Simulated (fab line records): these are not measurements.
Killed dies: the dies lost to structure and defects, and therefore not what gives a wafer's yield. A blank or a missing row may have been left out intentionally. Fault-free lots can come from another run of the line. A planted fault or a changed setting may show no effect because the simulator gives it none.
Matching of chambers / flow nand_harc / NHARC_P_GATE_DESCUM_93 on rie_diel-03 has 4 sister chambers
The step chemistry O2, time 3 s. 8 wafers are shown with their chamber, then 11 later ones without.

## EACH WAFER AND ITS CHAMBER
wafer=L081.4; chamber=3; drypump_motor_current_A (A)=5.0; chamber_pressure_mTorr (mTorr)=59.98
wafer=L082.5; chamber=3; drypump_motor_current_A (A)=4.9; chamber_pressure_mTorr (mTorr)=60.00
wafer=L083.4; chamber=0; drypump_motor_current_A (A)=5.7; chamber_pressure_mTorr (mTorr)=60.11
wafer=L086.6; chamber=1; drypump_motor_current_A (A)=6.1; chamber_pressure_mTorr (mTorr)=60.01
wafer=L087.1; chamber=2; drypump_motor_current_A (A)=5.2; chamber_pressure_mTorr (mTorr)=59.95
wafer=L087.2; chamber=1; drypump_motor_current_A (A)=6.1; chamber_pressure_mTorr (mTorr)=59.99
wafer=L087.6; chamber=0; drypump_motor_current_A (A)=5.7; chamber_pressure_mTorr (mTorr)=60.03
wafer=L088.1; chamber=2; drypump_motor_current_A (A)=5.2; chamber_pressure_mTorr (mTorr)=59.97

## WAFERS MISSING THEIR CHAMBER
wafer=L088.4; drypump_motor_current_A (A)=5.7; chamber_pressure_mTorr (mTorr)=60.05
wafer=L088.5; drypump_motor_current_A (A)=5.0; chamber_pressure_mTorr (mTorr)=60.04
wafer=L094.1; drypump_motor_current_A (A)=5.0; chamber_pressure_mTorr (mTorr)=60.00
wafer=L094.4; drypump_motor_current_A (A)=5.7; chamber_pressure_mTorr (mTorr)=60.01
wafer=L094.5; drypump_motor_current_A (A)=5.0; chamber_pressure_mTorr (mTorr)=59.96
wafer=L095.2; drypump_motor_current_A (A)=6.1; chamber_pressure_mTorr (mTorr)=59.97
wafer=L095.4; drypump_motor_current_A (A)=5.2; chamber_pressure_mTorr (mTorr)=60.11
wafer=L095.5; drypump_motor_current_A (A)=6.1; chamber_pressure_mTorr (mTorr)=60.08
wafer=L096.2; drypump_motor_current_A (A)=6.1; chamber_pressure_mTorr (mTorr)=60.02
wafer=L096.4; drypump_motor_current_A (A)=5.7; chamber_pressure_mTorr (mTorr)=59.91
wafer=L096.6; drypump_motor_current_A (A)=5.2; chamber_pressure_mTorr (mTorr)=59.96

## WHICH CHAMBER EACH WENT THROUGH
wafer=L088.4; from the rows above=0; in truth=0
wafer=L088.5; from the rows above=3; in truth=3
wafer=L094.1; from the rows above=3; in truth=3
wafer=L094.4; from the rows above=0; in truth=0
wafer=L094.5; from the rows above=3; in truth=3
wafer=L095.2; from the rows above=1; in truth=1
wafer=L095.4; from the rows above=2; in truth=2
wafer=L095.5; from the rows above=1; in truth=1
wafer=L096.2; from the rows above=1; in truth=1
wafer=L096.4; from the rows above=0; in truth=0
wafer=L096.6; from the rows above=2; in truth=2
11 of 11 placed correctly. Number that these rows cannot place: 0. 0 placed wrongly.
How it was worked out, from the rows above alone: a wafer's distance from a chamber is the root of the sum, over the readings, of the square of ((its reading less the chamber's mean) divided by the reading's scatter). If the next closest chamber is less than 2 further off than the closest, the wafer can't be placed; otherwise it belongs to the closest. For every chamber, the mean is computed from those of its wafers that are shown. The scatter: take each reading less its chamber's mean, square it, sum over the shown wafers, divide by the number of wafers less the number of chambers, and take the root.
